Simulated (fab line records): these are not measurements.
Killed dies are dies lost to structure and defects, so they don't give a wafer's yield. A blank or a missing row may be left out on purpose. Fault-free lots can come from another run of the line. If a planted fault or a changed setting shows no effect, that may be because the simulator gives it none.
Matching of chambers	flow n5 finfet	rie diel-02 running N5_BEOL_M2_ETCHBACK_99: 4 sister chambers
The step etches SiO2 in CHF3, target depth 5 nm, time 10.4 s. 8 wafers are shown with their chamber, then 12 later ones without.

== EACH WAFER AND ITS CHAMBER ==
wafer	chamber	drypump motor current A (A)	showerhead plenum p Torr (Torr)
L080.5	2	5.6	2.12
L084.1	2	5.6	2.11
L085.4	3	6.6	2.15
L085.5	0	6.1	2.05
L085.6	1	5.9	2.18
L088.1	1	5.9	2.18
L088.2	3	6.5	2.15
L088.3	0	6.2	2.05

== WAFERS WITHOUT THEIR CHAMBER ==
wafer	drypump motor current A (A)	showerhead plenum p Torr (Torr)
L091.3	5.6	2.11
L091.4	5.9	2.18
L091.6	5.6	2.11
L093.1	6.0	2.17
L093.4	6.5	2.14
L093.6	5.6	2.11
L095.1	6.1	2.05
L095.2	6.6	2.14
L095.3	5.6	2.11
L095.4	5.9	2.17
L095.5	5.9	2.17
L095.6	6.1	2.05

== CHAMBER TAKEN BY EACH ==
wafer	from the rows above	in truth
L091.3	2	2
L091.4	1	1
L091.6	2	2
L093.1	1	1
L093.4	3	3
L093.6	2	2
L095.1	0	0
L095.2	3	3
L095.3	2	2
L095.4	1	1
L095.5	1	1
L095.6	0	0
12 of 12 placed correctly. Left unplaced by these rows: 0. Placed wrongly: 0.
How it was worked out, from the rows above alone: a wafer's distance from a chamber is the root of the sum, over the readings, of the square of ((its reading less the chamber's mean) divided by the reading's scatter). The wafer belongs to the nearest chamber; if the next one is less than 2 further off, it can't be placed. Each chamber's mean is taken over the wafers shown for it. How the scatter is found: for the shown wafers, subtract from each reading the mean of its chamber, square and add these, divide the total by (wafers less chambers), then take the root.
